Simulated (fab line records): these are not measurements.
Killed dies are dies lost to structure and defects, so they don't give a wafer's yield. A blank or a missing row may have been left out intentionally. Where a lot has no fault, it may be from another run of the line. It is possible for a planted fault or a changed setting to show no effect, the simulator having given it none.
fab line records :: flow n5_finfet
record
  lots=6
  wafers=18
  last_day=17
route steps=1938 shown GATE_CUT@472
lots untouched by any fault: they come from a run of this same line in which no faults occurred
start_h: hours from the record's first day to the start of the lot's first wafer shown :: wait_h: hours elapsed since this lot's preceding step :: " same as the row above :: L1.1+2: a row that stands for several wafers :: - no value, or no start was given :: * or withheld: withheld :: < > ~ a bound
route shown NAME@n: names a module that has steps shown in the file, with the first one's number in the route :: usual: mean and standard deviation over wafers with no fault :: same: alike in all rows :: chamber/n: place in a boat :: sites: per-site readings :: _std_site: standard deviation of those values :: _edge_site: inner sites' mean taken away from outer sites' mean :: radius_mm: how far each site lies from the wafer's centre :: mask NAME#n: copy n :: behind: the last tool/chamber to shape the wafer :: hold: the reason the lot was held/the length of the hold in hours/how it ended :: device: whichever transistor did not switch (one of n, p or np) :: end of line: the route-end tests of the same wafers :: for a step that has no rows: nothing shown but its recipe :: killed: at the first sort, the dies lost to defects and structure; wafer yield is something else :: map: a wafer's dies, x killed, . not, _ none there
set.NAME: the setting the step ran with; set.NAME@STEP: the setting that earlier step ran with :: model.NAME: the simulator's own value behind a step, which no gauge read
lots at some steps of the route; a table a step, a row a wafer
services: a tool's chamber out of use, with start hour (start_h, from the record's first day; less than 0 if before it), hours out, and reason
## steps
# step N5_GATE_CUT_SRD_32
# recipe
  time_s=30
  temp_c=23
  rinse_liquid=diw
  dry=ipa_marangoni
# step N5_GATE_CUT_SAC_CAP_01
# recipe
  material=SiNx
  target_thk_a=240
  temp_c=400
  ald_precursor_family=SiH2I2
  ald_co_reactant=N2/H2-plasma
  pulse_time_s=1
  ald_cycles=480
  purge_time_s=2
  co_reactant_purge_time_s=2
  pressure_torr=2
# usual
  heater_power_w=820/69
  precursor_pulse_height_rel=0.998/0.02
lot.wafer: L655.3
tool: ald_sin-01
chamber: 1
start_h: 117.27
wait_h: 0.0
heater_power_w: 794
precursor_pulse_height_rel: 1.002
since_wet_clean_h: 110

lot.wafer: L655.5
tool: ald_sin-01
chamber: 2
start_h: 118.35
wait_h: 1.1
heater_power_w: 786
precursor_pulse_height_rel: 1.014
since_wet_clean_h: -

lot.wafer: L655.6
tool: ald_sin-01
chamber: 3
start_h: 118.35
wait_h: 1.1
heater_power_w: 862
precursor_pulse_height_rel: 1.018
since_wet_clean_h: -

lot.wafer: L663.2
tool: ald_sin-02
chamber: 0
start_h: 170.25
wait_h: 0.6
heater_power_w: 777
precursor_pulse_height_rel: 0.988
since_wet_clean_h: 359

lot.wafer: L663.4
tool: ald_sin-02
chamber: 1
start_h: 170.25
wait_h: 0.6
heater_power_w: 780
precursor_pulse_height_rel: 1.010
since_wet_clean_h: 359

lot.wafer: L663.6
tool: ald_sin-02
chamber: 0
start_h: 171.34
wait_h: 1.7
heater_power_w: 787
precursor_pulse_height_rel: 0.995
since_wet_clean_h: -

lot.wafer: L664.2
tool: ald_sin-04
chamber: 2
start_h: 171.73
wait_h: 0.1
heater_power_w: 1021
precursor_pulse_height_rel: 0.993
since_wet_clean_h: 72

lot.wafer: L664.3
tool: ald_sin-04
chamber: 1
start_h: 171.73
wait_h: 0.1
heater_power_w: 843
precursor_pulse_height_rel: 1.005
since_wet_clean_h: 72

lot.wafer: L664.4
tool: ald_sin-04
chamber: 3
start_h: 171.73
wait_h: 0.1
heater_power_w: 769
precursor_pulse_height_rel: 1.024
since_wet_clean_h: 72

lot.wafer: L665.1
tool: ald_sin-04
chamber: 2
start_h: 182.77
wait_h: 0.1
heater_power_w: 998
precursor_pulse_height_rel: 1.010
since_wet_clean_h: 83

lot.wafer: L665.3
tool: ald_sin-04
chamber: 3
start_h: 182.77
wait_h: 0.1
heater_power_w: 767
precursor_pulse_height_rel: 0.989
since_wet_clean_h: 83

lot.wafer: L665.4
tool: ald_sin-04
chamber: 0
start_h: 182.77
wait_h: 0.1
heater_power_w: 789
precursor_pulse_height_rel: 0.989
since_wet_clean_h: 83

lot.wafer: L670.1
tool: ald_sin-04
chamber: 3
start_h: 206.78
wait_h: 0.0
heater_power_w: 769
precursor_pulse_height_rel: 0.972
since_wet_clean_h: 107

lot.wafer: L670.4
tool: ald_sin-04
chamber: 1
start_h: 206.78
wait_h: 0.0
heater_power_w: 835
precursor_pulse_height_rel: 0.994
since_wet_clean_h: 107

lot.wafer: L670.6
tool: ald_sin-04
chamber: 1
start_h: 207.87
wait_h: 1.1
heater_power_w: 823
precursor_pulse_height_rel: 0.996
since_wet_clean_h: -

lot.wafer: L672.2
tool: ald_sin-02
chamber: 1
start_h: 217.27
wait_h: 0.0
heater_power_w: 795
precursor_pulse_height_rel: 0.939
since_wet_clean_h: 27

lot.wafer: L672.4
tool: ald_sin-02
chamber: 2
start_h: 217.27
wait_h: 0.0
heater_power_w: 910
precursor_pulse_height_rel: 0.996
since_wet_clean_h: 27

lot.wafer: L672.6
tool: ald_sin-02
chamber: 0
start_h: 218.35
wait_h: 1.1
heater_power_w: 794
precursor_pulse_height_rel: 0.982
since_wet_clean_h: -
# step N5_GATE_CUT_PECVD_57
# recipe
  material=SiNx
  target_thk_a=210
  temp_c=400
  precursor=SiH4/NH3/N2
  pressure_torr=1.5
  rf_w=300
# usual
  heater_power_w=795/110
  showerhead_plenum_p_Torr=5.105/0.03
  throttle_valve_pct=39.5/1.9
lot.wafer: L655.3
tool: pecvd-03
chamber: 0
start_h: 119.46
wait_h: 1.1
heater_power_w: 803
showerhead_plenum_p_Torr: 5.111
since_wet_clean_h: 1186
throttle_valve_pct: 39.3

lot.wafer: L655.5
tool: pecvd-03
chamber: 2
start_h: 119.46
wait_h: 1.1
heater_power_w: 664
showerhead_plenum_p_Torr: 5.150
since_wet_clean_h: -
throttle_valve_pct: 40.0

lot.wafer: L655.6
tool: pecvd-03
chamber: 0
start_h: 119.46
wait_h: 1.1
heater_power_w: 798
showerhead_plenum_p_Torr: 5.119
since_wet_clean_h: -
throttle_valve_pct: 39.3

lot.wafer: L663.2
tool: pecvd-03
chamber: 1
start_h: 172.44
wait_h: 1.1
heater_power_w: 890
showerhead_plenum_p_Torr: 5.064
since_wet_clean_h: 1964
throttle_valve_pct: 36.7

lot.wafer: L663.4
tool: pecvd-03
chamber: 0
start_h: 172.44
wait_h: 1.1
heater_power_w: 790
showerhead_plenum_p_Torr: 5.128
since_wet_clean_h: -
throttle_valve_pct: 39.4

lot.wafer: L663.6
tool: pecvd-03
chamber: 1
start_h: 172.44
wait_h: 1.1
heater_power_w: 923
showerhead_plenum_p_Torr: 5.079
since_wet_clean_h: -
throttle_valve_pct: 36.7

lot.wafer: L664.2
tool: pecvd-03
chamber: 2
start_h: 173.92
wait_h: 1.1
heater_power_w: 669
showerhead_plenum_p_Torr: 5.136
since_wet_clean_h: 486
throttle_valve_pct: 40.1

lot.wafer: L664.3
tool: pecvd-03
chamber: 0
start_h: 173.92
wait_h: 1.1
heater_power_w: 787
showerhead_plenum_p_Torr: 5.119
since_wet_clean_h: 1240
throttle_valve_pct: 39.2

lot.wafer: L664.4
tool: pecvd-03
chamber: 2
start_h: 173.92
wait_h: 1.1
heater_power_w: 665
showerhead_plenum_p_Torr: 5.148
since_wet_clean_h: -
throttle_valve_pct: 40.3

lot.wafer: L665.1
tool: pecvd-03
chamber: 1
start_h: 184.96
wait_h: 1.1
heater_power_w: 847
showerhead_plenum_p_Torr: 5.063
since_wet_clean_h: 1976
throttle_valve_pct: 36.6

lot.wafer: L665.3
tool: pecvd-03
chamber: 0
start_h: 184.96
wait_h: 1.1
heater_power_w: 824
showerhead_plenum_p_Torr: 5.131
since_wet_clean_h: 1251
throttle_valve_pct: 39.1

lot.wafer: L665.4
tool: pecvd-03
chamber: 0
start_h: 184.96
wait_h: 1.1
heater_power_w: 812
showerhead_plenum_p_Torr: 5.133
since_wet_clean_h: -
throttle_valve_pct: 39.5

lot.wafer: L670.1
tool: pecvd-02
chamber: 1
start_h: 208.98
wait_h: 1.1
heater_power_w: 715
showerhead_plenum_p_Torr: 5.132
since_wet_clean_h: 1638
throttle_valve_pct: 41.5

lot.wafer: L670.4
tool: pecvd-02
chamber: 1
start_h: 208.98
wait_h: 1.1
heater_power_w: 745
showerhead_plenum_p_Torr: 5.142
since_wet_clean_h: -
throttle_valve_pct: 41.9

lot.wafer: L670.6
tool: pecvd-02
chamber: 2
start_h: 208.98
wait_h: 1.1
heater_power_w: 649
showerhead_plenum_p_Torr: 5.079
since_wet_clean_h: -
throttle_valve_pct: 36.9

lot.wafer: L672.2
tool: pecvd-03
chamber: 2
start_h: 219.46
wait_h: 1.1
heater_power_w: 638
showerhead_plenum_p_Torr: 5.124
since_wet_clean_h: 532
throttle_valve_pct: 40.2

lot.wafer: L672.4
tool: pecvd-03
chamber: 0
start_h: 219.46
wait_h: 1.1
heater_power_w: 808
showerhead_plenum_p_Torr: 5.132
since_wet_clean_h: -
throttle_valve_pct: 39.4

lot.wafer: L672.6
tool: pecvd-03
chamber: 1
start_h: 219.46
wait_h: 1.1
heater_power_w: 840
showerhead_plenum_p_Torr: 5.073
since_wet_clean_h: -
throttle_valve_pct: 36.5
# step N5_GATE_CUT_CMP_02
# recipe
  stop_on=SiO2
  t_overpolish_s=12.7
  post_cmp_clean=alkaline_brush
  down_force_psi=2.5
  platen_rpm=51.8
  pad_velocity_m_s=1.0307
  target_thk_nm=0
# usual
  motor_current_A=9.2/0.95
  overpolish_run_s=12.701/0.0096
  time_to_endpoint_s=25.8/2.4
lot.wafer: L655.3
tool: cmp-04
chamber: 1
start_h: 119.61
wait_h: 0.1
motor_current_A: 7.9
overpolish_run_s: 12.689
time_to_endpoint_s: 25.8

lot.wafer: L655.6
tool: cmp-04
chamber: 3
start_h: 119.61
wait_h: 0.1
motor_current_A: 10.0
overpolish_run_s: 12.685
time_to_endpoint_s: 22.7

lot.wafer: L655.5
tool: cmp-04
chamber: 0
start_h: 119.61
wait_h: 0.1
motor_current_A: 10.7
overpolish_run_s: 12.705
time_to_endpoint_s: 28.3

lot.wafer: L663.4
tool: cmp-03
chamber: 1
start_h: 172.54
wait_h: 0.1
motor_current_A: 10.8
overpolish_run_s: 12.709
time_to_endpoint_s: 27.4

lot.wafer: L663.2
tool: cmp-03
chamber: 2
start_h: 172.54
wait_h: 0.1
motor_current_A: 7.6
overpolish_run_s: 12.706
time_to_endpoint_s: 27.1

lot.wafer: L663.6
tool: cmp-03
chamber: 1
start_h: 172.54
wait_h: 0.1
motor_current_A: 10.6
overpolish_run_s: 12.703
time_to_endpoint_s: 24.8

lot.wafer: L664.4
tool: cmp-04
chamber: 1
start_h: 174.00
wait_h: 0.0
motor_current_A: 7.8
overpolish_run_s: 12.714
time_to_endpoint_s: 24.0

lot.wafer: L664.2
tool: cmp-04
chamber: 2
start_h: 174.00
wait_h: 0.0
motor_current_A: 8.9
overpolish_run_s: 12.703
time_to_endpoint_s: 24.9

lot.wafer: L664.3
tool: cmp-04
chamber: 3
start_h: 174.00
wait_h: 0.0
motor_current_A: 10.4
overpolish_run_s: 12.713
time_to_endpoint_s: 21.4

lot.wafer: L665.4
tool: cmp-03
chamber: 0
start_h: 185.17
wait_h: 0.2
motor_current_A: 9.4
overpolish_run_s: 12.698
time_to_endpoint_s: 27.7

lot.wafer: L665.3
tool: cmp-03
chamber: 1
start_h: 185.17
wait_h: 0.2
motor_current_A: 10.8
overpolish_run_s: 12.711
time_to_endpoint_s: 25.8

lot.wafer: L665.1
tool: cmp-03
chamber: 3
start_h: 185.17
wait_h: 0.2
motor_current_A: 9.1
overpolish_run_s: 12.715
time_to_endpoint_s: 27.3

lot.wafer: L670.1
tool: cmp-03
chamber: 0
start_h: 209.09
wait_h: 0.1
motor_current_A: 9.6
overpolish_run_s: 12.694
time_to_endpoint_s: 23.0

lot.wafer: L670.4
tool: cmp-03
chamber: 1
start_h: 209.09
wait_h: 0.1
motor_current_A: 10.6
overpolish_run_s: 12.690
time_to_endpoint_s: 22.4

lot.wafer: L670.6
tool: cmp-03
chamber: 3
start_h: 209.09
wait_h: 0.1
motor_current_A: 8.6
overpolish_run_s: 12.698
time_to_endpoint_s: 23.9

lot.wafer: L672.4
tool: cmp-03
chamber: 3
start_h: 219.53
wait_h: 0.0
motor_current_A: 9.3
overpolish_run_s: 12.688
time_to_endpoint_s: 28.8

lot.wafer: L672.2
tool: cmp-03
chamber: 0
start_h: 219.53
wait_h: 0.0
motor_current_A: 9.7
overpolish_run_s: 12.719
time_to_endpoint_s: 27.7

lot.wafer: L672.6
tool: cmp-03
chamber: 0
start_h: 219.53
wait_h: 0.0
motor_current_A: 9.3
overpolish_run_s: 12.689
time_to_endpoint_s: 27.4
# step N5_GATE_CUT_HM_DEP_46
# recipe
  material=SiO2
  target_thk_a=1300
  temp_c=400
  precursor=TEOS/O2
  pressure_torr=6.5
  rf_w=900
  teos_flow_sccm=161.4
  gas=O2
  flow_sccm=2650
  time_s=26.6
# usual
  heater_power_w=594/120
  showerhead_plenum_p_Torr=8.327/0.019
  throttle_valve_pct=18.5/0.87
lot.wafer: L655.3
tool: pecvd-03
chamber: 2
start_h: 119.86
wait_h: 0.0
heater_power_w: 442
showerhead_plenum_p_Torr: 8.324
since_wet_clean_h: 432
throttle_valve_pct: 18.8

lot.wafer: L655.5
tool: pecvd-03
chamber: 0
start_h: 119.86
wait_h: 0.0
heater_power_w: 658
showerhead_plenum_p_Torr: 8.350
since_wet_clean_h: -
throttle_valve_pct: 18.0

lot.wafer: L655.6
tool: pecvd-03
chamber: 2
start_h: 119.86
wait_h: 0.0
heater_power_w: 447
showerhead_plenum_p_Torr: 8.356
since_wet_clean_h: -
throttle_valve_pct: 18.4

lot.wafer: L663.2
tool: pecvd-02
chamber: 1
start_h: 172.87
wait_h: 0.0
heater_power_w: 563
showerhead_plenum_p_Torr: 8.345
since_wet_clean_h: 1602
throttle_valve_pct: 19.6

lot.wafer: L663.4
tool: pecvd-02
chamber: 2
start_h: 172.87
wait_h: 0.0
heater_power_w: 483
showerhead_plenum_p_Torr: 8.307
since_wet_clean_h: -
throttle_valve_pct: 17.3

lot.wafer: L663.6
tool: pecvd-02
chamber: 1
start_h: 172.87
wait_h: 0.0
heater_power_w: 583
showerhead_plenum_p_Torr: 8.336
since_wet_clean_h: -
throttle_valve_pct: 19.6

lot.wafer: L664.2
tool: pecvd-03
chamber: 0
start_h: 174.33
wait_h: 0.0
heater_power_w: 631
showerhead_plenum_p_Torr: 8.347
since_wet_clean_h: 1241
throttle_valve_pct: 18.4

lot.wafer: L664.3
tool: pecvd-03
chamber: 1
start_h: 174.33
wait_h: 0.0
heater_power_w: 687
showerhead_plenum_p_Torr: 8.304
since_wet_clean_h: 1966
throttle_valve_pct: 17.3

lot.wafer: L664.4
tool: pecvd-03
chamber: 0
start_h: 174.33
wait_h: 0.0
heater_power_w: 633
showerhead_plenum_p_Torr: 8.345
since_wet_clean_h: -
throttle_valve_pct: 18.1

lot.wafer: L665.1
tool: pecvd-03
chamber: 1
start_h: 185.50
wait_h: 0.0
heater_power_w: 727
showerhead_plenum_p_Torr: 8.324
since_wet_clean_h: 1977
throttle_valve_pct: 17.1

lot.wafer: L665.3
tool: pecvd-03
chamber: 2
start_h: 185.50
wait_h: 0.0
heater_power_w: 410
showerhead_plenum_p_Torr: 8.335
since_wet_clean_h: 498
throttle_valve_pct: 18.8

lot.wafer: L665.4
tool: pecvd-03
chamber: 0
start_h: 185.50
wait_h: 0.0
heater_power_w: 621
showerhead_plenum_p_Torr: 8.335
since_wet_clean_h: -
throttle_valve_pct: 18.3

lot.wafer: L670.1
tool: pecvd-04
chamber: 1
start_h: 209.38
wait_h: 0.0
heater_power_w: 817
showerhead_plenum_p_Torr: 8.347
since_wet_clean_h: 1820
throttle_valve_pct: 19.4

lot.wafer: L670.4
tool: pecvd-04
chamber: 0
start_h: 209.38
wait_h: 0.0
heater_power_w: 546
showerhead_plenum_p_Torr: 8.316
since_wet_clean_h: -
throttle_valve_pct: 19.8

lot.wafer: L670.6
tool: pecvd-04
chamber: 2
start_h: 209.38
wait_h: 0.0
heater_power_w: 772
showerhead_plenum_p_Torr: 8.350
since_wet_clean_h: -
throttle_valve_pct: 17.9

lot.wafer: L672.2
tool: pecvd-02
chamber: 1
start_h: 219.86
wait_h: 0.0
heater_power_w: 470
showerhead_plenum_p_Torr: 8.328
since_wet_clean_h: 1649
throttle_valve_pct: 19.3

lot.wafer: L672.4
tool: pecvd-02
chamber: 0
start_h: 219.86
wait_h: 0.0
heater_power_w: 529
showerhead_plenum_p_Torr: 8.334
since_wet_clean_h: -
throttle_valve_pct: 18.4

lot.wafer: L672.6
tool: pecvd-02
chamber: 2
start_h: 219.86
wait_h: 0.0
heater_power_w: 395
showerhead_plenum_p_Torr: 8.312
since_wet_clean_h: -
throttle_valve_pct: 17.6
# step N5_GATE_CUT_COAT_34
# recipe
  resist=SOC
  temp_c=250
  time_s=60
  spin_rpm=1500
  resist_thk_nm=60
# step N5_GATE_CUT_COAT_35
# recipe
  resist=SiARC
  temp_c=220
  time_s=60
  spin_rpm=1500
  resist_thk_nm=10
# step N5_GATE_CUT_COAT_27
# recipe
  resist=underlayer
  temp_c=205
  time_s=60
  spin_rpm=1500
  resist_thk_nm=10
# step N5_GATE_CUT_COAT_07
# recipe
  resist=CAR-EUV
  spin_rpm=1500
  resist_thk_nm=30
# step N5_GATE_CUT_EBR_09
# recipe
  solvent=PGMEA
  ebr_width_mm=1.5
# step N5_GATE_CUT_SOFTBAKE_08
# recipe
  temp_c=110
  time_s=60
  resist=CAR-EUV
# step N5_GATE_CUT_EXPOSE_10
# recipe
  mask_id=GATE_CUT
  na=0.33
  source_shape=annular
  sigma_inner=0.35
  sigma_outer=0.8
  polarization=unpolarized
  target_cd_nm=20
  dose_mj=43.25
# usual
  exposure_dose_mJ_cm2=43.16/0.051
  focus_offset_nm=0.0/0.56
lot.wafer: L655.3
tool: euv_scanner-02
chamber: 0
start_h: 120.10
wait_h: -
mask: GATE_CUT#0
exposure_dose_mJ_cm2: 43.22
focus_offset_nm: 0.0

lot.wafer: L655.5
tool: euv_scanner-02
chamber: 0
start_h: 120.10
wait_h: -
mask: GATE_CUT#0
exposure_dose_mJ_cm2: 43.26
focus_offset_nm: -0.8

lot.wafer: L655.6
tool: euv_scanner-02
chamber: 0
start_h: 120.10
wait_h: -
mask: GATE_CUT#0
exposure_dose_mJ_cm2: 43.19
focus_offset_nm: -0.7

lot.wafer: L663.2
tool: euv_scanner-01
chamber: 0
start_h: 173.21
wait_h: -
mask: GATE_CUT#0
exposure_dose_mJ_cm2: 43.13
focus_offset_nm: -0.1

lot.wafer: L663.4
tool: euv_scanner-01
chamber: 0
start_h: 173.21
wait_h: -
mask: GATE_CUT#0
exposure_dose_mJ_cm2: 43.14
focus_offset_nm: 0.6

lot.wafer: L663.6
tool: euv_scanner-01
chamber: 0
start_h: 173.21
wait_h: -
mask: GATE_CUT#0
exposure_dose_mJ_cm2: 43.15
focus_offset_nm: 0.4

lot.wafer: L664.2
tool: euv_scanner-02
chamber: -
start_h: 174.66
wait_h: -
mask: GATE_CUT#0
exposure_dose_mJ_cm2: -
focus_offset_nm: -

lot.wafer: L664.3
tool: euv_scanner-02
chamber: -
start_h: 174.66
wait_h: -
mask: GATE_CUT#0
exposure_dose_mJ_cm2: -
focus_offset_nm: -

lot.wafer: L664.4
tool: euv_scanner-02
chamber: -
start_h: 174.66
wait_h: -
mask: GATE_CUT#0
exposure_dose_mJ_cm2: -
focus_offset_nm: -

lot.wafer: L665.1
tool: euv_scanner-02
chamber: -
start_h: 185.71
wait_h: -
mask: GATE_CUT#0
exposure_dose_mJ_cm2: -
focus_offset_nm: -

lot.wafer: L665.3
tool: euv_scanner-02
chamber: -
start_h: 185.71
wait_h: -
mask: GATE_CUT#0
exposure_dose_mJ_cm2: -
focus_offset_nm: -

lot.wafer: L665.4
tool: euv_scanner-02
chamber: -
start_h: 185.71
wait_h: -
mask: GATE_CUT#0
exposure_dose_mJ_cm2: -
focus_offset_nm: -

lot.wafer: L670.1
tool: euv_scanner-01
chamber: 0
start_h: 209.59
wait_h: -
mask: GATE_CUT#0
exposure_dose_mJ_cm2: 43.13
focus_offset_nm: -1.2

lot.wafer: L670.4
tool: euv_scanner-01
chamber: 0
start_h: 209.59
wait_h: -
mask: GATE_CUT#0
exposure_dose_mJ_cm2: 43.18
focus_offset_nm: -0.1

lot.wafer: L670.6
tool: euv_scanner-01
chamber: 0
start_h: 209.59
wait_h: -
mask: GATE_CUT#0
exposure_dose_mJ_cm2: 43.22
focus_offset_nm: -0.7

lot.wafer: L672.2
tool: euv_scanner-01
chamber: 0
start_h: 220.20
wait_h: -
mask: GATE_CUT#0
exposure_dose_mJ_cm2: 43.14
focus_offset_nm: -0.1

lot.wafer: L672.4
tool: euv_scanner-01
chamber: 0
start_h: 220.20
wait_h: -
mask: GATE_CUT#0
exposure_dose_mJ_cm2: 43.14
focus_offset_nm: 0.6

lot.wafer: L672.6
tool: euv_scanner-01
chamber: 0
start_h: 220.20
wait_h: -
mask: GATE_CUT#0
exposure_dose_mJ_cm2: 43.16
focus_offset_nm: -0.4
# step N5_GATE_CUT_PEB_11
# recipe
  peb_temp_c=100
  peb_time_s=60
  resist=CAR-EUV
## services
tool: ald_sin-04
chamber: -
start_h: 94.18
hours: 0.5
kind: repair

tool: euv_scanner-02
chamber: -
start_h: 94.40
hours: 1.0
kind: pm

tool: pecvd-03
chamber: 1
start_h: 99.02
hours: 4.0
kind: repair

tool: euv_scanner-01
chamber: -
start_h: 102.38
hours: 1.0
kind: pm

tool: cmp-04
chamber: -
start_h: 107.92
hours: 2.0
kind: repair

tool: ald_sin-02
chamber: -
start_h: 112.32
hours: 0.6
kind: repair

tool: euv_scanner-01
chamber: -
start_h: 112.98
hours: 12.0
kind: pm

tool: ald_sin-01
chamber: 0
start_h: 116.49
hours: 4.4
kind: repair

tool: euv_scanner-01
chamber: -
start_h: 128.82
hours: 0.4
kind: repair

tool: pecvd-04
chamber: -
start_h: 129.76
hours: 2.1
kind: repair

tool: pecvd-04
chamber: -
start_h: 134.06
hours: 2.2
kind: repair

tool: ald_sin-02
chamber: -
start_h: 134.75
hours: 2.8
kind: pm

tool: euv_scanner-01
chamber: -
start_h: 138.99
hours: 5.4
kind: repair

tool: euv_scanner-02
chamber: -
start_h: 150.55
hours: 1.0
kind: pm

tool: euv_scanner-01
chamber: -
start_h: 158.53
hours: 1.0
kind: pm

tool: ald_sin-02
chamber: -
start_h: 177.21
hours: 14.0
kind: pm

tool: cmp-04
chamber: -
start_h: 192.23
hours: 4.0
kind: pm

tool: pecvd-02
chamber: 0
start_h: 192.85
hours: 6.5
kind: repair

tool: euv_scanner-02
chamber: -
start_h: 194.49
hours: 4.6
kind: pm

tool: cmp-03
chamber: -
start_h: 196.27
hours: 4.3
kind: pm

tool: ald_sin-02
chamber: -
start_h: 206.42
hours: 0.3
kind: repair

tool: euv_scanner-02
chamber: -
start_h: 206.70
hours: 1.0
kind: pm

tool: euv_scanner-02
chamber: -
start_h: 214.39
hours: 1.1
kind: repair

tool: euv_scanner-01
chamber: -
start_h: 215.47
hours: 1.0
kind: pm
## key
first_sign
  step=N5_GATE_CUT_EXPOSE_10
  reading=tool_record
  direction=missing
effect none on later readings
met_at N5_GATE_CUT_EXPOSE_10
struck_wafers L664.2,L664.3,L664.4,L665.1,L665.3,L665.4
later_rows_left_out L664.2,L664.3,L664.4,L665.1,L665.3,L665.4
sort_left_out L664.2,L664.3,L664.4,L665.1,L665.3,L665.4
onset_between 120.10 174.66
fault
  kind=skipped_step_whole
  tool=euv_scanner-02
  chamber=-
  onset_h=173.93
  steps=N5_GATE_CUT_EXPOSE_10
  scope=struck_lots_only
# sort_left_out: the simulated sort isn't trusted on such a fault, so these wafers' sort isn't shown, and their yield isn't known
# later_rows_left_out: the simulator's readings of these wafers behind a module that went badly wrong aren't trusted and aren't shown, but for the sort
